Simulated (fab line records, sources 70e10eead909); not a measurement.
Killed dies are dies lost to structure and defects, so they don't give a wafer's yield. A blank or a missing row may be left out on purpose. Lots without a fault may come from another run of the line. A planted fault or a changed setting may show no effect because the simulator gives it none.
Which tool did it? | flow nand_harc | 14 lots, 42 wafers sampled, at 4 steps of a route of 1302

WHAT THE GAUGES READ, wafer by wafer
The record holds no reading of a measuring or inspecting step that can be judged against a usual standard deviation.

WHICH TOOL RAN EACH LOT (tool, then ch and the chambers of the sampled wafers, then the start)
lot  | NHARC_A_STAIRCASE_TRIM_193                    | NHARC_A_STAIRCASE_ETCH_197                    | NHARC_A_STAIRCASE_TRIM_220         | NHARC_A_STAIRCASE_ETCH_223
L392 | rie_diel-09 ch 1,2,3, day 15 11:07 or earlier | rie_diel-11 ch 2,3, day 15 11:07              | rie_diel-11 ch 1,3, day 15 14:20   | rie_diel-11 ch 1,3, no start
L394 | rie_diel-09 ch 1,3, day 16 08:33 or earlier   | rie_diel-09 ch 0,1,2, day 16 08:33 or earlier | rie_diel-11 ch 1,2, day 16 08:33   | rie_diel-11 ch 1,2, no start
L397 | rie_diel-09 ch 1,2,3, day 18 08:46 or earlier | rie_diel-09 ch 1,2, day 18 08:46 or earlier   | rie_diel-09 ch 1,2, day 18 08:46   | rie_diel-09 ch 1,2,3, no start
L401 | rie_diel-09 ch 0,2,3, day 20 14:01 or earlier | rie_diel-09 ch 0,1,3, day 20 14:01 or earlier | rie_diel-05 ch 0,1, day 20 14:01   | rie_diel-05 ch 1,2,3, no start
L405 | rie_diel-05 ch 0,1,2, day 21 04:12 or earlier | rie_diel-11 ch 1,2, day 21 04:12 or earlier   | rie_diel-05 ch 0,1,2, day 21 04:12 | rie_diel-05 ch 0,1,3, no start
L406 | rie_diel-11 ch 1,2,3, day 22 01:26 or earlier | rie_diel-05 ch 0,1,2, day 22 01:26 or earlier | rie_diel-11 ch 0,1, day 22 01:26   | rie_diel-11 ch 0,2,3, no start
L407 | rie_diel-11 ch 0,1,3, day 22 06:07 or earlier | rie_diel-05 ch 0,3, day 22 06:07 or earlier   | rie_diel-09 ch 0,1,2, day 22 06:07 | rie_diel-09 ch 1,3, no start
L409 | rie_diel-09 ch 0,2,3, day 23 06:07 or earlier | rie_diel-05 ch 2,3, day 23 06:07 or earlier   | rie_diel-09 ch 1,2,3, day 23 06:07 | rie_diel-09 ch 2,3, no start
L410 | rie_diel-11 ch 0,1,2, day 23 11:23 or earlier | rie_diel-09 ch 1,2,3, day 23 11:23 or earlier | rie_diel-05 ch 0,2,3, day 23 11:23 | rie_diel-05 ch 0,1,3, no start
L412 | rie_diel-05 ch 0,1,3, day 24 00:40 or earlier | rie_diel-05 ch 1,2, day 24 00:40 or earlier   | rie_diel-11 ch 2,3, day 24 00:40   | rie_diel-11 ch 0,1,3, no start
L411 | rie_diel-09 ch 1,2,3, day 24 04:32 or earlier | rie_diel-09 ch 0,2,3, day 24 04:32 or earlier | rie_diel-09 ch 1,2,3, day 24 04:32 | rie_diel-09 ch 1,2,3, no start
L414 | rie_diel-05 ch 0,1, day 24 18:18 or earlier   | rie_diel-11 ch 0,2,3, day 24 18:18 or earlier | rie_diel-11 ch 0,2, day 24 18:18   | rie_diel-11 ch 1,2,3, no start
L413 | rie_diel-11 ch 0,1,2, day 24 18:58 or earlier | rie_diel-11 ch 0,2,3, day 24 18:58 or earlier | rie_diel-09 ch 0,1,3, day 24 18:58 | rie_diel-09 ch 0,1,2, no start
L415 | rie_diel-11 ch 0,2,3, day 25 20:55 or earlier | rie_diel-11 ch 0,2,3, day 25 20:55 or earlier | rie_diel-11 ch 0,1,3, day 25 20:55 | rie_diel-11 ch 0,1,3, no start
- NHARC_A_STAIRCASE_TRIM_193: chemistry O2, time 211.2 s.
- NHARC_A_STAIRCASE_ETCH_197: etches the open film in C4F8/O2, target depth 100 nm, time 40.5 s.
- NHARC_A_STAIRCASE_TRIM_220: chemistry O2, time 211.2 s.
- NHARC_A_STAIRCASE_ETCH_223: etches the open film in C4F8/O2, target depth 100 nm, time 40.5 s.

WHAT THE TOOLS THEMSELVES READ (means of the sampled wafers that have a number; where no wafer has one, the mark that the record gives instead)
NHARC_A_STAIRCASE_TRIM_193.
lot  | tool        | drypump_motor_current_A (A) | oes_product_au (a.u.) | rf_vpp_V (V) | showerhead_plenum_p_Torr (Torr) | throttle_valve_pct (%)
L392 | rie_diel-09 | 5.55                        | 0.993                 | 57.4         | 3.52                            | 17.040
L394 | rie_diel-09 | 5.37                        | 0.984                 | 57.3         | 3.41                            | 17.046
L397 | rie_diel-09 | 5.55                        | 0.990                 | 57.8         | 3.51                            | 17.037
L401 | rie_diel-09 | 5.52                        | 1.002                 | 57.0         | 3.38                            | 17.034
L405 | rie_diel-05 | 5.80                        | 0.992                 | 57.7         | 3.41                            | 17.040
L406 | rie_diel-11 | 5.74                        | 0.995                 | 57.3         | 3.53                            | 17.036
L407 | rie_diel-11 | 5.69                        | 0.992                 | 57.7         | 3.37                            | 17.032
L409 | rie_diel-09 | 5.51                        | 1.002                 | 57.9         | 3.72                            | 17.034
L410 | rie_diel-11 | 5.83                        | 1.006                 | 58.0         | 3.47                            | 17.035
L412 | rie_diel-05 | 5.79                        | 0.998                 | 57.3         | 3.39                            | 17.031
L411 | rie_diel-09 | 5.56                        | 1.006                 | 58.2         | 3.66                            | 17.038
L414 | rie_diel-05 | 5.72                        | 0.986                 | 56.8         | 3.31                            | 17.043
L413 | rie_diel-11 | 5.84                        | 1.002                 | 57.0         | 3.46                            | 17.030
L415 | rie_diel-11 | 5.91                        | 0.996                 | 58.4         | 3.51                            | 17.044

NHARC_A_STAIRCASE_ETCH_197.
lot  | tool        | oes_product_au (a.u.) | rf_vpp_V (V)
L392 | rie_diel-11 | 0.919                 | 892
L394 | rie_diel-09 | 0.954                 | 895
L397 | rie_diel-09 | 0.932                 | 899
L401 | rie_diel-09 | 0.952                 | 890
L405 | rie_diel-11 | 0.992                 | 895
L406 | rie_diel-05 | 0.954                 | 893
L407 | rie_diel-05 | 0.934                 | 894
L409 | rie_diel-05 | 0.967                 | 897
L410 | rie_diel-09 | 0.924                 | 901
L412 | rie_diel-05 | 0.941                 | 890
L411 | rie_diel-09 | 0.951                 | 902
L414 | rie_diel-11 | 0.952                 | 896
L413 | rie_diel-11 | 0.941                 | 895
L415 | rie_diel-11 | 0.924                 | 896

NHARC_A_STAIRCASE_TRIM_220.
lot  | tool        | drypump_motor_current_A (A) | oes_product_au (a.u.) | rf_vpp_V (V) | showerhead_plenum_p_Torr (Torr) | throttle_valve_pct (%)
L392 | rie_diel-11 | 5.56                        | 0.979                 | 57.9         | 3.40                            | 17.033
L394 | rie_diel-11 | 5.88                        | 1.004                 | 57.3         | 3.31                            | 17.036
L397 | rie_diel-09 | 5.58                        | 0.995                 | 57.8         | 3.61                            | 17.028
L401 | rie_diel-05 | 5.71                        | 1.202                 | 56.7         | 3.33                            | 17.040
L405 | rie_diel-05 | 5.82                        | 1.215                 | 57.9         | 3.41                            | 17.033
L406 | rie_diel-11 | 5.65                        | 0.996                 | 57.1         | 3.32                            | 17.035
L407 | rie_diel-09 | 5.53                        | 0.995                 | 58.6         | 3.66                            | 17.040
L409 | rie_diel-09 | 5.55                        | 1.005                 | 58.6         | 3.66                            | 17.037
L410 | rie_diel-05 | 5.92                        | 0.998                 | 57.9         | 3.49                            | 17.043
L412 | rie_diel-11 | 5.96                        | 0.998                 | 58.4         | 3.67                            | 17.038
L411 | rie_diel-09 | 5.58                        | 1.001                 | 58.6         | 3.65                            | 17.040
L414 | rie_diel-11 | 6.03                        | 1.005                 | 57.7         | 3.62                            | 17.043
L413 | rie_diel-09 | 5.38                        | 1.001                 | 58.7         | 3.72                            | 17.036
L415 | rie_diel-11 | 5.71                        | 0.991                 | 57.6         | 3.35                            | 17.039

NHARC_A_STAIRCASE_ETCH_223.
lot  | tool        | oes_product_au (a.u.) | rf_vpp_V (V)
L392 | rie_diel-11 | 0.927                 | 893
L394 | rie_diel-11 | 0.928                 | 889
L397 | rie_diel-09 | 0.944                 | 895
L401 | rie_diel-05 | 0.942                 | 894
L405 | rie_diel-05 | 0.945                 | 891
L406 | rie_diel-11 | 0.943                 | 895
L407 | rie_diel-09 | 0.950                 | 903
L409 | rie_diel-09 | 0.934                 | 903
L410 | rie_diel-05 | 0.935                 | 892
L412 | rie_diel-11 | 0.944                 | 890
L411 | rie_diel-09 | 0.938                 | 900
L414 | rie_diel-11 | 0.943                 | 896
L413 | rie_diel-09 | 0.936                 | 900
L415 | rie_diel-11 | 0.933                 | 890

THE ANSWER, worked out from the rows above alone
Rule: what is usual is taken from the lots themselves. Put in order of their means at a reading, lots are off if they are a third of the lots or fewer, leave a main group of 4 or more, and stand apart from it by a gap of 3 or more times the standard deviation of the main group's means; of several such gaps the widest counts. A main group whose means are all the same, to the digits that the tables above print for the reading, isn't used. A lot without any number at a reading at which 4 lots or more have one is off too. The other lots that the step has rows for count as sound. The gauges are gone through in route order, then the tools' own readings, and for those a lot's mean is taken as printed above. The first step at which some lot is off is used, and at that step the reading that is off furthest; a lot without a number counts as furthest.
Off: L401, L405, at NHARC_A_STAIRCASE_TRIM_220 (oes_product_au). The main group: mean 0.997 a.u., standard deviation 0.0069.
A tool fits if, at that step or a process step before it, it ran every lot that is off, and no sound lot after the first of them. NHARC_A_STAIRCASE_TRIM_193 gives no start for some lots, so the hours and the order of its lots are those of NHARC_A_STAIRCASE_TRIM_220. NHARC_A_STAIRCASE_ETCH_197 gives no start for some lots, so the hours and the order of its lots are those of NHARC_A_STAIRCASE_TRIM_220. None of those tried fits.

WHAT THE SIMULATOR HAD PUT IN
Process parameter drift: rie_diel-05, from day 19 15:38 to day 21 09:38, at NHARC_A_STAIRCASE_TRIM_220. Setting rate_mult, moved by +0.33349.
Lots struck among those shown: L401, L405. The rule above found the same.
